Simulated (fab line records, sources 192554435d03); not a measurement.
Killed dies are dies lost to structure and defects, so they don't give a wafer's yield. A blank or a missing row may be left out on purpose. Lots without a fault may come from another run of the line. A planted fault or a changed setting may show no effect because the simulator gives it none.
One fault seen from 2 desks | flow n5_finfet | each desk has only its own numbers; what lay behind them comes last

THE TOOL OWNER'S DESK: pvd_sputter-02
The tool's own readings at N5_BEOL_M15_SPUTTER_44 (material Ta, target thk 15 nm, time 24.19 s): means of the sampled wafers that have a number, for each lot that ran on this tool. A lot is out of limits, marked OUT, if its mean lies more than 4 standard deviations from the usual mean; the brackets give that distance.
Columns: A = cathode_dc_power_W at N5_BEOL_M15_SPUTTER_44, usual 15000 W; B = throttle_valve_pct at N5_BEOL_M15_SPUTTER_44, usual 29.9 %
lot  | first seen here | A     | B
L237 | day 12 19:12    | 15000 | 30.0
L242 | day 13 23:26    | 14999 | 30.0
L241 | day 14 00:43    | 15001 | 29.7
This desk's finding: nothing out of limits on any of the 3 lots.

THE METROLOGY DESK
What the gauges read, lot by lot, whatever tool the lot ran on: means of the sampled wafers that have a number. A lot is out of limits, marked OUT, if its mean lies more than 4 standard deviations from the usual mean; the brackets give that distance.
Columns: A = M15_THK at N5_BEOL_M15_THK_MEAS_50, usual 857 nm
lot  | first seen here | A
L237 | day 12 20:19    | 868
L242 | day 14 00:28    | 860
L241 | day 14 01:44    | 842
L244 | day 14 19:44    | 835
L246 | day 15 07:38    | 873
L248 | day 15 22:11    | 847
This desk's finding: nothing out of limits on any of the 6 lots.

PUT TOGETHER
The tool owner's desk saw nothing out of limits.
The metrology desk saw nothing out of limits.

WHAT THE SIMULATOR HAD PUT IN
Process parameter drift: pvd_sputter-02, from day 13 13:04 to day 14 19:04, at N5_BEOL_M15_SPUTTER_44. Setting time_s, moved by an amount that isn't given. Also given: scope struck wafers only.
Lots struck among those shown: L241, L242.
